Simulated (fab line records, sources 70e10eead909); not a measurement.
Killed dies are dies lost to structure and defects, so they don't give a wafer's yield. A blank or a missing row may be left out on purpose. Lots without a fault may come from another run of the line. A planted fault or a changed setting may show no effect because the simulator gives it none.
fab line records | flow nand_harc
record lots=7 wafers=21 last_day=33
route steps=1302 shown P_BONDPAD@366 END@1302
lots that met no fault: from a run of the same line without faults
start_h: hours from the record's first day to the start of the lot's first wafer shown | wait_h: hours since the lot's step before | " the same as in the row above | L1.1+2: a row that stands for several wafers | - no value, or no start given | * or withheld: withheld | < > ~ a bound
route shown NAME@n: a module of which the file shows steps, and the number in the route of the first | usual: mean/standard deviation of fault-free wafers | same: alike in all rows | chamber/n: place in a boat | sites: the reading at each site | _std_site: their standard deviation | _edge_site: outer sites' mean less inner sites' | radius_mm: how far each site lies from the wafer's centre | mask NAME#n: copy n | behind: the tool/chamber that last shaped the wafer | hold: why the lot was held/for how many hours/how that ended | device: the transistor (n, p or np) that didn't switch | end of line: the same wafers' tests at the end of the route | a step without rows: its recipe alone | killed: dies lost to structure and defects at the first sort, not the wafer's yield | map: a wafer's dies, x killed, . not, _ none there
set.NAME: the setting as run; set.NAME@STEP: as run at that earlier step | model.NAME: the simulator's own value behind a step, which no gauge read
lots at some steps of the route; a table a step, a row a wafer
services: from which hour (start_h, from the record's first day; less than 0 if before it) a tool's chamber was out of use, for how many hours, and why
## steps
# step NHARC_P_BONDPAD_HARDBAKE_10
# recipe temp_c=118 time_s=65
# step NHARC_P_BONDPAD_DESCUM_11
# recipe time_s=3 o2_flow_sccm=200 ar_flow_sccm=0 bias_power_w=0 chemistry=O2
# step NHARC_P_BONDPAD_ETCH_37
# recipe target_depth_a=600 overetch_a=180 time_s=65.91 ion_energy_ev=200 n2_flow_sccm=150 h2_flow_sccm=150 ar_flow_sccm=0 rf_w=400 bias_w=150 chemistry=N2/H2
# step NHARC_P_BONDPAD_ETCH_12
# recipe target_depth_a=2000 time_s=100 chf3_flow_sccm=50 o2_flow_sccm=10 ar_flow_sccm=200 rf_w=500 bias_w=200 chemistry=CHF3/O2
# usual bias_w=199.8/0.59 drypump_motor_current_A=5.9/0.46 oes_product_au=0.942/0.021 rf_vpp_V=370.1/2.2 showerhead_plenum_p_Torr=2.38/0.098 throttle_valve_pct=20.573/0.0093
# columns lot.wafer tool chamber start_h wait_h bias_w drypump_motor_current_A oes_product_au rf_hours_counter_h rf_vpp_V showerhead_plenum_p_Torr throttle_valve_pct
L589.3 rie_diel-09 0 - - 199.1 5.0 0.926 1.2 368.4 2.31 20.560
L589.1 " 1 " " 199.4 6.2 0.919 1.0 375.1 2.58 20.581
L589.6 " 1 " " 199.2 6.2 0.922 - 374.8 2.58 20.581
L592.1 rie_diel-08 1 - - 199.9 6.1 0.951 0.4 367.6 2.30 20.577
L592.2 " 3 " " 199.4 6.2 0.961 0.5 369.0 2.31 20.575
L592.6 " 2 " " 199.1 5.9 0.950 - 371.2 2.37 20.575
L599.2 rie_diel-08 3 - - 200.3 6.2 0.919 2.0 368.1 2.31 20.565
L599.3 " 0 " " 200.1 5.6 0.927 1.8 373.3 2.50 20.566
L599.1 " 1 " " 199.5 6.1 0.933 1.7 367.8 2.30 20.569
L600.2 rie_diel-06 1 - - 201.0 5.9 0.916 8.2 372.2 2.45 20.568
L600.1 " 3 " " 200.9 6.5 0.919 8.6 368.6 2.28 20.591
L600.3 " 0 " " 199.5 5.8 0.932 8.0 371.9 2.50 20.579
L601.3 rie_diel-09 0 - - 200.8 5.0 0.960 9.3 367.6 2.31 20.583
L601.1 " 2 " " 200.2 5.9 0.945 9.8 371.4 2.40 20.553
L601.6 " 0 " " 201.0 5.0 0.962 - 369.1 2.31 20.563
L603.2 rie_diel-08 1 - - 200.1 6.1 0.927 2.8 368.2 2.30 20.563
L603.1 " 2 " " 199.4 5.9 0.927 2.9 370.0 2.37 20.571
L603.4 " 3 " " 199.6 6.2 0.926 - 368.8 2.31 20.568
L608.1 rie_diel-06 1 - - 198.8 5.9 0.922 3.4 372.6 2.45 20.577
L608.4 " 2 " " 199.4 6.6 0.926 4.0 366.9 2.25 20.582
L608.6 " 1 " " 199.1 5.9 0.932 - 371.2 2.45 20.570
# step NHARC_P_BONDPAD_CD_MEAS_13
# usual cd_nm=499.9/1.5
# columns lot.wafer tool chamber start_h wait_h cd_nm
L589.1 cd_sem-03 - 177.59 - 499.7
L589.3 " - " " 499.9
L589.6 " - " " 499.5
L592.1 cd_sem-02 - 210.07 - 497.5
L592.2 " - " " 499.1
L592.6 " - " " 500.4
L599.1 cd_sem-02 - 279.53 - 501.7
L599.2 " - " " 500.9
L599.3 " - " " 500.3
L600.1 cd_sem-03 - 290.40 - 500.5
L600.2 " - " " 503.2
L600.3 " - " " 500.4
L601.1 cd_sem-02 - 304.29 - 501.1
L601.3 " - " " 500.7
L601.6 " - " " 501.1
L603.1 cd_sem-02 - 313.49 - 500.5
L603.2 " - " " 499.4
L603.4 " - " " 500.1
L608.1 cd_sem-02 - 361.29 - 503.1
L608.4 " - " " 499.8
L608.6 " - " " 501.3
# step NHARC_P_BONDPAD_STRIP_15
# recipe o2_flow_sccm=500 ar_flow_sccm=0 bias_w=0 chemistry=O2
# usual drypump_motor_current_A=5.9/0.47 oes_product_au=0.999/0.0071 rf_vpp_V=57.6/0.95 showerhead_plenum_p_Torr=3.49/0.14 throttle_valve_pct=17.037/0.0095
# same bias_w=0
# columns lot.wafer tool chamber start_h wait_h drypump_motor_current_A oes_product_au rf_hours_counter_h rf_vpp_V showerhead_plenum_p_Torr throttle_valve_pct
L589.3 rie_diel-08 0 177.68 0.1 5.6 1.004 3.7 57.9 3.67 17.033
L589.1 " 2 " " 5.9 0.997 3.9 58.7 3.49 17.046
L589.6 " 0 " " 5.6 0.998 - 57.2 3.67 17.040
L592.2 rie_diel-09 3 210.18 0.1 4.9 0.998 3.9 57.3 3.40 17.034
L592.1 " 0 " " 5.0 0.996 3.5 57.0 3.40 17.046
L592.6 " 1 " " 6.2 0.989 - 59.2 3.78 17.039
L599.3 rie_diel-09 0 279.60 0.1 5.0 1.018 7.6 58.4 3.40 17.023
L599.1 " 2 " " 5.9 1.008 7.6 58.1 3.52 17.051
L599.2 " 3 " " 4.9 1.002 8.0 58.0 3.39 17.020
L600.2 rie_diel-08 2 290.47 0.1 6.0 0.999 2.3 57.8 3.49 17.029
L600.3 " 3 " " 6.2 1.003 2.3 56.9 3.39 17.032
L600.1 " 1 " " 6.1 1.001 2.2 57.8 3.39 17.049
L601.1 rie_diel-08 0 304.37 0.1 5.6 1.002 2.6 57.2 3.67 17.025
L601.3 " 3 " " 6.2 1.004 2.7 56.8 3.39 17.038
L601.6 " 0 " " 5.6 1.002 - 56.9 3.67 17.040
L603.2 rie_diel-08 3 313.59 0.1 6.2 1.005 3.0 57.9 3.39 17.053
L603.1 " 1 " " 6.1 1.006 2.9 56.8 3.39 17.031
L603.4 " 1 " " 6.1 0.999 - 57.7 3.39 17.033
L608.4 rie_diel-08 1 361.40 0.1 6.1 1.003 3.8 58.0 3.39 17.046
L608.1 " 2 " " 5.9 0.991 3.9 57.3 3.49 17.038
L608.6 " 3 " " 6.2 0.997 - 57.9 3.39 17.015
# step NHARC_P_BONDPAD_ETCH_24
# recipe target_depth_a=300 over_etch_frac=0.3 time_s=72.99 ion_energy_ev=150 cf4_flow_sccm=50 n2_flow_sccm=100 ar_flow_sccm=150 rf_w=300 bias_w=100 chemistry=CF4/N2
# usual bias_w=100.0/0.32 drypump_motor_current_A=5.8/0.47 oes_product_au=0.999/0.0068 rf_vpp_V=313.7/2 showerhead_plenum_p_Torr=2.60/0.1 throttle_valve_pct=19.793/0.0089
# columns lot.wafer tool chamber start_h wait_h bias_w drypump_motor_current_A oes_product_au rf_hours_counter_h rf_vpp_V showerhead_plenum_p_Torr throttle_valve_pct
L589.3 rie_diel-08 1 - - 100.2 6.1 1.005 3.7 313.6 2.52 19.794
L589.1 " 3 " " 99.6 6.2 1.006 4.0 312.6 2.53 19.786
L589.6 " 0 " " 100.2 5.6 1.004 - 316.1 2.73 19.805
L592.2 rie_diel-09 1 - - 99.6 6.2 1.001 3.6 318.9 2.82 19.788
L592.1 " 2 " " 99.9 6.0 0.993 4.0 315.2 2.62 19.806
L592.6 " 3 " " 100.4 4.9 1.000 - 313.1 2.53 19.798
L599.1 rie_diel-09 2 - - 100.0 5.9 0.993 7.6 313.2 2.62 19.786
L599.2 " 3 " " 99.8 4.9 0.996 8.0 313.0 2.52 19.798
L599.3 " 0 " " 100.0 5.0 1.010 7.6 311.6 2.53 19.789
L600.1 rie_diel-08 0 - - 99.2 5.6 1.001 2.3 316.1 2.73 19.796
L600.3 " 1 " " 100.3 6.1 0.991 2.2 312.5 2.52 19.796
L600.2 " 3 " " 100.4 6.2 1.008 2.4 312.1 2.52 19.785
L601.3 rie_diel-08 2 - - 100.0 5.9 0.991 2.6 314.2 2.59 19.799
L601.1 " 3 " " 100.3 6.2 0.998 2.7 311.4 2.52 19.792
L601.6 " 0 " " 100.1 5.6 0.998 - 315.7 2.73 19.801
L603.2 rie_diel-08 3 313.75 0.1 99.8 6.2 0.994 3.1 311.8 2.52 19.786
L603.1 " 2 " " 100.2 5.9 0.993 3.0 312.6 2.59 19.781
L603.4 " 3 " " 99.7 6.2 1.002 - 312.1 2.52 19.798
L608.1 rie_diel-08 1 - - 100.3 6.1 0.997 3.8 312.2 2.52 19.789
L608.4 " 2 " " 100.4 5.9 0.985 3.9 312.5 2.59 19.785
L608.6 " 0 " " 99.9 5.6 0.992 - 316.5 2.73 19.802
# step NHARC_P_BONDPAD_STRIP_16
# recipe time_s=600 temp_c=30 chemistry=post_etch_residue_remover
# step NHARC_P_BONDPAD_DEGAS_25
# recipe temp_c=300 time_s=60
# usual heater_power_w=459/44
# columns lot.wafer tool chamber start_h wait_h heater_power_w
L589.3 pvd_sputter-02 - 178.23 - 464
L589.1 " - " " 418
L589.6 " - " " 504
L592.2 pvd_sputter-02 - 210.69 - 521
L592.1 " - " " 459
L592.6 " - " " 512
L599.1 pvd_sputter-01 - 280.15 - 449
L599.2 " - " " 410
L599.3 " - " " 371
L600.1 pvd_sputter-03 - 291.02 - 502
L600.2 " - " " 492
L600.3 " - " " 508
L601.1 pvd_sputter-02 - 304.92 - 421
L601.3 " - " " 493
L601.6 " - " " 491
L603.2 pvd_sputter-01 - 314.16 - 415
L603.4 " - " " 461
L603.1 " - " " 470
L608.4 pvd_sputter-02 - 361.93 - 487
L608.1 " - " " 494
L608.6 " - " " 441
# step NHARC_P_BONDPAD_PRE_CLEAN_26
# recipe time_s=30 temp_c=280 gas=H2/He
# step NHARC_P_BONDPAD_PVD_17
# recipe target_thk_a=50 bias_v=168.6 power_w=15000 chamber_pressure_pa=0.12 time_s=8.06 substrate_temp_c=50 material=TaN
# step NHARC_P_BONDPAD_PVD_27
# recipe target_thk_a=300 chamber_pressure_pa=5 power_w=5000 substrate_temp_c=30 time_s=20.49 material=Cu
# usual throttle_valve_pct=30.0/1.1
# columns lot.wafer tool chamber start_h wait_h throttle_valve_pct
L589.3 pvd_sputter-02 - - - 30.0
L589.1 " - " " 30.6
L589.6 " - " " 27.9
L592.1 pvd_sputter-02 - - - 31.1
L592.2 " - " " 27.8
L592.6 " - " " 31.1
L599.1 pvd_sputter-01 - - - 29.7
L599.2 " - " " 30.6
L599.3 " - " " 30.6
L600.1 pvd_sputter-03 - - - 28.7
L600.2 " - " " 31.5
L600.3 " - " " 30.6
L601.3 pvd_sputter-02 - - - 28.3
L601.1 " - " " 31.2
L601.6 " - " " 28.6
L603.2 pvd_sputter-01 - - - 30.6
L603.4 " - " " 29.4
L603.1 " - " " 30.8
L608.4 pvd_sputter-02 - - - 30.6
L608.1 " - " " 27.4
L608.6 " - " " 31.3
# step NHARC_P_BONDPAD_ECD_18
# recipe target_thk_a=4000 bath_temp_c=25 material=Cu
# usual bath_heat_duty_pct=6.5/0.95 bath_temp_c=24.99/0.12
# columns lot.wafer tool chamber start_h wait_h bath_heat_duty_pct bath_temp_c
L589.1 ecd_cu-01 1 178.63 - 4.9 24.93
L589.3 " 0 " " 5.5 24.99
L589.6 " 0 " " 5.2 25.09
L592.1 ecd_cu-02 1 211.05 - 6.6 24.96
L592.2 " 0 " " 7.2 25.10
L592.6 " 0 " " 7.1 25.13
L599.1 ecd_cu-01 0 280.51 - - -
L599.2 " 1 " " - -
L599.3 " 0 " " - -
L600.1 ecd_cu-02 1 291.38 - - -
L600.2 " 0 " " - -
L600.3 " 0 " " - -
L601.1 ecd_cu-02 0 305.33 - - -
L601.3 " 0 " " - -
L601.6 " 1 " " - -
L603.2 ecd_cu-01 1 314.55 - 5.4 25.12
L603.1 " 0 " " 6.1 25.07
L603.4 " 0 " " 5.6 25.19
L608.1 ecd_cu-02 0 362.28 - 7.4 24.85
L608.4 " 1 " " 7.1 24.95
L608.6 " 1 " " 7.8 24.82
# step NHARC_P_BONDPAD_ANNEAL_28
# recipe temp_c=225 time_s=90
# step NHARC_P_BONDPAD_CMP_19
# recipe t_overpolish_s=30 cu_recess_touch_s=16 target_thk_nm=160.81
# step NHARC_P_BONDPAD_THK_MEAS_20
# recipe thk_meas_gauge=xrf
# usual thk_nm=160.8/1.3
# columns lot.wafer tool chamber start_h wait_h thk_nm
L589.1 film_metro-01 - 179.62 - 160.8
L589.3 " - " " 161.6
L589.6 " - " " 159.2
L592.1 film_metro-01 - 212.09 - 160.8
L592.2 " - " " 164.2
L592.6 " - " " 160.8
L599.1 film_metro-02 - 281.56 - 31.1
L599.2 " - " " 30.5
L599.3 " - " " 29.7
L600.1 film_metro-01 - 292.46 - 29.4
L600.2 " - " " 30.7
L600.3 " - " " 29.2
L601.1 film_metro-02 - 306.32 - 30.6
L601.3 " - " " 30.8
L601.6 " - " " 31.4
L603.1 film_metro-02 - 315.60 - 160.7
L603.2 " - " " 159.5
L603.4 " - " " 159.8
L608.1 film_metro-02 - 363.32 - 158.6
L608.4 " - " " 161.0
L608.6 " - " " 158.8
# step NHARC_P_BONDPAD_SRD_21
# recipe time_s=30 temp_c=23 dry_time_s=20 spin_rpm=1500
# step NHARC_END_SORT_01
# recipe temp_c=25
# usual defect_limited_yield=91.6/2.6 killed_at_array=51/17 killed_at_other=1.6/2.1 killed_at_periphery=4/3.2 killed_dies=57/18 killed_open=2.9/1.7 killed_short=2.3/1.3 sort_bin_2_pct=3.0/1.2 sort_bin_3_pct=0.7/0.43 sort_bin_4_pct=4.7/1.4 sort_n_pass=620/18 sort_rim_yield_pct=87/4.8 sort_yield_pct=91.6/2.6
# same gross_dies=677 sort_bin_5_pct[%]=0 sort_bin_6_pct[%]=0 sort_bin_7_pct[%]=0 sort_bin_8_pct[%]=0 sort_rim_n_gross=106.00
# columns lot.wafer tool chamber start_h wait_h defect_limited_yield[%] killed_at_array killed_at_other killed_at_periphery killed_dies killed_open killed_short sort_bin_2_pct[%] sort_bin_3_pct[%] sort_bin_4_pct[%] sort_n_pass sort_rim_yield_pct[%] sort_yield_pct[%]
L589.1 prober-02 0 586.88 2.5 87.0 84 1 3 88 0 3 4.6 2.1 6.4 589 79 87.0
L589.3 prober-02 0 588.45 3.1 85.2 92 4 4 100 4 3 5.8 1.5 7.5 577 75 85.2
L589.6 prober-02 0 590.80 3.9 89.2 71 0 2 73 0 2 5.9 0.7 4.1 604 83 89.2
L592.1 prober-02 0 638.29 2.5 93.1 37 0 10 47 1 5 2.8 0.3 3.8 630 90 93.1
L592.2 prober-02 0 639.11 2.8 91.9 52 1 2 55 2 4 2.2 0.7 5.2 622 87 91.9
L592.6 prober-02 0 642.35 4.1 92.6 44 0 6 50 5 2 3.0 0.3 4.1 627 89 92.6
L599.1 prober-01 0 705.97 2.5 0 26 0 651 677 4 2 96.3 0.3 3.4 0 0 0
L599.2 prober-01 0 706.78 2.8 0 20 2 655 677 3 1 97.2 0.1 2.7 0 0 0
L599.3 prober-01 0 707.58 3.1 0 20 0 657 677 5 1 96.2 0.1 3.7 0 0 0
L601.1 prober-02 0 715.24 2.5 0 67 3 607 677 4 1 93.1 1.2 5.8 0 0 0
L601.3 prober-02 0 716.87 3.1 0 60 3 614 677 0 2 93.8 0.9 5.3 0 0 0
L601.6 prober-02 0 719.32 4.1 0 59 0 618 677 2 3 94.5 1.2 4.3 0 0 0
L600.1 prober-01 0 724.86 2.5 0 69 0 608 677 4 1 93.1 1.2 5.8 0 0 0
L600.2 prober-01 0 725.67 2.8 0 58 1 618 677 1 3 94.1 0.7 5.2 0 0 0
L600.3 prober-01 0 726.48 3.1 0 61 1 615 677 4 2 95.1 0.7 4.1 0 0 0
L603.1 prober-02 0 731.28 2.5 93.2 43 1 2 46 5 0 2.7 0.6 3.5 631 87 93.2
L603.2 prober-02 0 732.07 2.8 93.2 46 0 0 46 4 1 1.5 0.4 4.9 631 87 93.2
L603.4 prober-02 0 733.64 3.4 92.5 49 0 2 51 3 2 2.4 0.6 4.6 626 87 92.5
L608.1 prober-01 0 780.18 2.5 92.8 48 0 1 49 2 2 3.5 0.1 3.5 628 87 92.8
L608.4 prober-01 0 782.62 3.4 91.3 58 0 1 59 4 5 3.1 0.4 5.2 618 81 91.3
L608.6 prober-01 0 784.25 4.1 90.1 60 1 6 67 2 4 3.4 1.3 5.2 610 85 90.1
# killed by level:class
L589.1 A_CHANNEL_HOLE_D2:chamber_film_flake=33 A_CHANNEL_HOLE_D1:chamber_film_flake=24 A_SLIT:chamber_film_flake=17 A_CONTACT:chamber_film_flake=4 P_GATE:chamber_film_flake=3 A_STAIRCASE:chamber_film_flake=2 A_ONON_D2:geometric_particle:short=1 A_WL_FILL:geometric_particle:short=1
L589.3 A_CHANNEL_HOLE_D2:chamber_film_flake=34 A_CHANNEL_HOLE_D1:chamber_film_flake=25 A_SLIT:chamber_film_flake=20 THIN_TSV:chamber_film_flake=4 A_CONTACT:chamber_film_flake=3 A_BONDPAD:chamber_film_flake=3 A_STAIRCASE:chamber_film_flake=2 P_CONTACT:geometric_particle:open=1
L589.6 A_CHANNEL_HOLE_D1:chamber_film_flake=22 A_SLIT:chamber_film_flake=19 A_CHANNEL_HOLE_D2:chamber_film_flake=18 A_CONTACT:chamber_film_flake=5 A_CHANNEL_FILL_D2:chamber_film_flake=3 A_STAIRCASE:chamber_film_flake=2 A_CHANNEL_FILL_D2:geometric_particle:short=1 A_WL_FILL:geometric_particle:short=1
L592.1 A_CHANNEL_HOLE_D2:chamber_film_flake=23 P_CONTACT:chamber_film_flake=3 A_CONTACT:chamber_film_flake=3 P_STI:chamber_film_flake=2 A_STAIRCASE:chamber_film_flake=2 P_GATE:geometric_particle:open=1 P_M2:geometric_particle:short=1 A_CHANNEL_FILL_D2:geometric_particle:short=1
L592.2 A_CHANNEL_HOLE_D2:chamber_film_flake=33 A_CONTACT:chamber_film_flake=7 A_STAIRCASE:chamber_film_flake=4 A_CHANNEL_HOLE_D1:chamber_film_flake=2 P_CONTACT:geometric_particle:short=1 A_CHANNEL_HOLE_D1:geometric_particle:short=1 A_CHANNEL_HOLE_D2:geometric_particle:short=1 A_WL_FILL:geometric_particle:open=1
L592.6 A_CHANNEL_HOLE_D2:chamber_film_flake=29 A_M0:chamber_film_flake=3 P_CONTACT:chamber_film_flake=2 A_DECK1_JOINT:chamber_film_flake=2 A_STAIRCASE:chamber_film_flake=2 A_CONTACT:chamber_film_flake=2 P_GATE:geometric_particle:open=1 P_M0:geometric_particle:open=1
L599.1 P_BONDPAD:area_ecd=642 A_CHANNEL_HOLE_D1:chamber_film_flake=9 P_GATE:chamber_film_flake=6 A_CONTACT:chamber_film_flake=6 A_SLIT:chamber_film_flake=4 A_ONON_D2:geometric_particle:open=2 P_M1:chamber_film_flake=2 P_CONTACT:geometric_particle:open=1
L599.2 P_BONDPAD:area_ecd=650 A_CONTACT:chamber_film_flake=5 P_GATE:chamber_film_flake=3 A_CHANNEL_HOLE_D1:chamber_film_flake=3 A_STAIRCASE:chamber_film_flake=3 A_SOURCE_PLATE:geometric_particle:open=2 A_SLIT:chamber_film_flake=2 A_M1:chamber_film_flake=2
L599.3 P_BONDPAD:area_ecd=646 P_GATE:chamber_film_flake=7 A_CHANNEL_HOLE_D1:chamber_film_flake=7 A_CONTACT:chamber_film_flake=5 P_M1:chamber_film_flake=2 A_SLIT:chamber_film_flake=2 P_GATE:geometric_particle:open=1 P_CONTACT:geometric_particle:open=1
L601.1 P_BONDPAD:area_ecd=606 A_CHANNEL_HOLE_D1:chamber_film_flake=33 A_SLIT:chamber_film_flake=24 A_CHANNEL_FILL_D2:chamber_film_flake=3 A_CONTACT:chamber_film_flake=2 THIN_TSV:chamber_film_flake=2 P_GATE:geometric_particle:open=1 A_CHANNEL_FILL_D2:geometric_particle:open=1
L601.3 P_BONDPAD:area_ecd=614 A_CHANNEL_HOLE_D1:chamber_film_flake=25 A_SLIT:chamber_film_flake=24 A_CONTACT:chamber_film_flake=5 THIN_TSV:chamber_film_flake=3 A_SOURCE_PLATE:geometric_particle:short=1 A_CHANNEL_FILL_D2:geometric_particle:short=1 A_ZERO_WELL:chamber_film_flake=1
L601.6 P_BONDPAD:area_ecd=616 A_CHANNEL_HOLE_D1:chamber_film_flake=30 A_SLIT:chamber_film_flake=22 A_CONTACT:chamber_film_flake=2 P_M0:geometric_particle:short=1 P_M1:geometric_particle:short=1 A_CHANNEL_FILL_D1:geometric_particle:open=1 A_WL_FILL:geometric_particle:short=1
L600.1 P_BONDPAD:area_ecd=606 A_SLIT:chamber_film_flake=23 A_CHANNEL_HOLE_D2:chamber_film_flake=17 A_CHANNEL_HOLE_D1:chamber_film_flake=8 A_CONTACT:chamber_film_flake=5 A_CHANNEL_FILL_D1:chamber_film_flake=4 A_STAIRCASE:chamber_film_flake=4 P_GATE:geometric_particle:open=1
L600.2 P_BONDPAD:area_ecd=617 A_SLIT:chamber_film_flake=24 A_CHANNEL_HOLE_D2:chamber_film_flake=11 A_CONTACT:chamber_film_flake=7 A_CHANNEL_HOLE_D1:chamber_film_flake=6 A_STAIRCASE:chamber_film_flake=5 A_CHANNEL_FILL_D2:geometric_particle:short=2 A_CHANNEL_HOLE_D1:geometric_particle:open=1
L600.3 P_BONDPAD:area_ecd=614 A_CHANNEL_HOLE_D2:chamber_film_flake=17 A_CHANNEL_HOLE_D1:chamber_film_flake=12 A_SLIT:chamber_film_flake=12 A_CONTACT:chamber_film_flake=6 A_STAIRCASE:chamber_film_flake=4 A_CHANNEL_FILL_D1:chamber_film_flake=3 P_CONTACT:geometric_particle:open=1
L603.1 A_SLIT:chamber_film_flake=21 A_CHANNEL_HOLE_D1:chamber_film_flake=10 A_CONTACT:chamber_film_flake=4 A_CHANNEL_FILL_D1:chamber_film_flake=3 P_CONTACT:geometric_particle:open=2 A_WL_FILL:chamber_film_flake=2 A_DECK1_JOINT:geometric_particle:open=1 A_SGD_CUT:geometric_particle:open=1
L603.2 A_SLIT:chamber_film_flake=17 A_CHANNEL_HOLE_D1:chamber_film_flake=11 A_CONTACT:chamber_film_flake=6 A_CHANNEL_FILL_D1:chamber_film_flake=2 A_WL_FILL:chamber_film_flake=2 A_ONON_D1:geometric_particle:open=1 A_CHANNEL_FILL_D1:geometric_particle:open=1 A_DECK1_JOINT:geometric_particle:open=1
L603.4 A_SLIT:chamber_film_flake=22 A_CHANNEL_HOLE_D1:chamber_film_flake=11 A_CHANNEL_FILL_D1:chamber_film_flake=4 A_CONTACT:chamber_film_flake=3 A_DECK1_JOINT:chamber_film_flake=2 A_WL_FILL:chamber_film_flake=2 P_CONTACT:geometric_particle:open=1 A_DECK1_JOINT:geometric_particle:short=1
L608.1 A_SLIT:chamber_film_flake=29 A_CHANNEL_HOLE_D2:chamber_film_flake=7 A_CONTACT:chamber_film_flake=5 A_ONON_D1:geometric_particle:open=1 A_CHANNEL_HOLE_D1:geometric_particle:short=1 A_CHANNEL_HOLE_D2:geometric_particle:short=1 A_STAIRCASE:geometric_particle:open=1 P_STI:chamber_film_flake=1
L608.4 A_SLIT:chamber_film_flake=22 A_CHANNEL_HOLE_D2:chamber_film_flake=19 A_ONON_D1:geometric_particle:short=2 A_CHANNEL_FILL_D2:geometric_particle:open=2 A_CHANNEL_HOLE_D1:chamber_film_flake=2 A_CHANNEL_FILL_D2:chamber_film_flake=2 A_CONTACT:chamber_film_flake=2 A_DECK1_JOINT:geometric_particle:short=1
L608.6 A_SLIT:chamber_film_flake=30 A_CHANNEL_HOLE_D2:chamber_film_flake=18 P_STI:chamber_film_flake=3 A_M0:geometric_particle:short=2 A_STAIRCASE:chamber_film_flake=2 A_CONTACT:chamber_film_flake=2 P_M0:geometric_particle:open=1 A_CHANNEL_FILL_D1:geometric_particle:open=1
# map L599.1 (x killed, . not)
____________x____________
_________xxxxxxx_________
_______xxxxxxxxxxx_______
______xxxxxxxxxxxxx______
_____xxxxxxxxxxxxxxx_____
____xxxxxxxxxxxxxxxxx____
____xxxxxxxxxxxxxxxxx____
___xxxxxxxxxxxxxxxxxxx___
___xxxxxxxxxxxxxxxxxxx___
__xxxxxxxxxxxxxxxxxxxxx__
__xxxxxxxxxxxxxxxxxxxxx__
_xxxxxxxxxxxxxxxxxxxxxxx_
_xxxxxxxxxxxxxxxxxxxxxxx_
_xxxxxxxxxxxxxxxxxxxxxxx_
_xxxxxxxxxxxxxxxxxxxxxxx_
_xxxxxxxxxxxxxxxxxxxxxxx_
xxxxxxxxxxxxxxxxxxxxxxxxx
xxxxxxxxxxxxxxxxxxxxxxxxx
xxxxxxxxxxxxxxxxxxxxxxxxx
xxxxxxxxxxxxxxxxxxxxxxxxx
xxxxxxxxxxxxxxxxxxxxxxxxx
_xxxxxxxxxxxxxxxxxxxxxxx_
_xxxxxxxxxxxxxxxxxxxxxxx_
_xxxxxxxxxxxxxxxxxxxxxxx_
_xxxxxxxxxxxxxxxxxxxxxxx_
_xxxxxxxxxxxxxxxxxxxxxxx_
__xxxxxxxxxxxxxxxxxxxxx__
__xxxxxxxxxxxxxxxxxxxxx__
___xxxxxxxxxxxxxxxxxxx___
___xxxxxxxxxxxxxxxxxxx___
____xxxxxxxxxxxxxxxxx____
____xxxxxxxxxxxxxxxxx____
_____xxxxxxxxxxxxxxx_____
______xxxxxxxxxxxxx______
_______xxxxxxxxxxx_______
_________xxxxxxx_________
____________x____________
# map L600.1 (x killed, . not)
____________x____________
_________xxxxxxx_________
_______xxxxxxxxxxx_______
______xxxxxxxxxxxxx______
_____xxxxxxxxxxxxxxx_____
____xxxxxxxxxxxxxxxxx____
____xxxxxxxxxxxxxxxxx____
___xxxxxxxxxxxxxxxxxxx___
___xxxxxxxxxxxxxxxxxxx___
__xxxxxxxxxxxxxxxxxxxxx__
__xxxxxxxxxxxxxxxxxxxxx__
_xxxxxxxxxxxxxxxxxxxxxxx_
_xxxxxxxxxxxxxxxxxxxxxxx_
_xxxxxxxxxxxxxxxxxxxxxxx_
_xxxxxxxxxxxxxxxxxxxxxxx_
_xxxxxxxxxxxxxxxxxxxxxxx_
xxxxxxxxxxxxxxxxxxxxxxxxx
xxxxxxxxxxxxxxxxxxxxxxxxx
xxxxxxxxxxxxxxxxxxxxxxxxx
xxxxxxxxxxxxxxxxxxxxxxxxx
xxxxxxxxxxxxxxxxxxxxxxxxx
_xxxxxxxxxxxxxxxxxxxxxxx_
_xxxxxxxxxxxxxxxxxxxxxxx_
_xxxxxxxxxxxxxxxxxxxxxxx_
_xxxxxxxxxxxxxxxxxxxxxxx_
_xxxxxxxxxxxxxxxxxxxxxxx_
__xxxxxxxxxxxxxxxxxxxxx__
__xxxxxxxxxxxxxxxxxxxxx__
___xxxxxxxxxxxxxxxxxxx___
___xxxxxxxxxxxxxxxxxxx___
____xxxxxxxxxxxxxxxxx____
____xxxxxxxxxxxxxxxxx____
_____xxxxxxxxxxxxxxx_____
______xxxxxxxxxxxxx______
_______xxxxxxxxxxx_______
_________xxxxxxx_________
____________x____________
## services
# columns tool chamber start_h hours kind
rie_diel-06 - 156.92 0.3 repair
ecd_cu-01 - 163.47 8.0 pm
rie_diel-06 2 177.31 5.3 repair
pvd_sputter-03 - 177.59 10.0 pm
pvd_sputter-03 - 188.46 6.7 repair
rie_diel-08 - 190.80 9.0 pm
rie_diel-08 0 206.96 5.8 repair
pvd_sputter-01 - 223.88 3.4 repair
ecd_cu-01 - 240.04 2.5 repair
ecd_cu-02 - 244.00 8.0 pm
rie_diel-06 2 248.72 3.0 repair
pvd_sputter-03 - 254.17 5.1 repair
rie_diel-08 1 256.28 6.1 repair
pvd_sputter-02 - 282.00 10.0 pm
pvd_sputter-01 - 288.30 2.2 repair
ecd_cu-01 - 298.31 0.5 repair
rie_diel-06 - 307.20 9.0 pm
rie_diel-08 0 311.55 3.4 repair
rie_diel-09 2 311.94 14.3 repair
rie_diel-09 - 319.04 0.4 repair
rie_diel-09 - 320.23 9.0 pm
ecd_cu-01 - 333.34 0.4 repair
ecd_cu-01 - 339.47 8.0 pm
pvd_sputter-02 - 340.91 6.9 repair
## key
first_sign step=NHARC_P_BONDPAD_ECD_18 reading=tool_record direction=missing
effect step=NHARC_P_BONDPAD_THK_MEAS_20 reading=thk_nm direction=down sigmas=99+ usual=160.8 struck=30.4
effect step=NHARC_END_SORT_01 reading=killed_at_periphery direction=up sigmas=99+ usual=4 struck=627
more_kills_born_at NHARC_P_BONDPAD_ECD_18@ecd_cu-02=3673 NHARC_P_BONDPAD_ECD_18@ecd_cu-01=1938
met_at NHARC_P_BONDPAD_ECD_18
struck_wafers L599.1,L599.2,L599.3,L600.1,L600.2,L600.3,L601.1,L601.3,L601.6
later_rows_left_out L599.1,L599.2,L599.3,L600.1,L600.2,L600.3,L601.1,L601.3,L601.6
onset_between 211.05 280.51
fault kind=skipped_step_whole tool=ecd_cu-01,ecd_cu-02 chamber=- onset_h=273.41 steps=NHARC_P_BONDPAD_ECD_18 scope=struck_lots_only
# later_rows_left_out: the simulator's readings of these wafers behind a module that went badly wrong aren't trusted and aren't shown, but for the sort
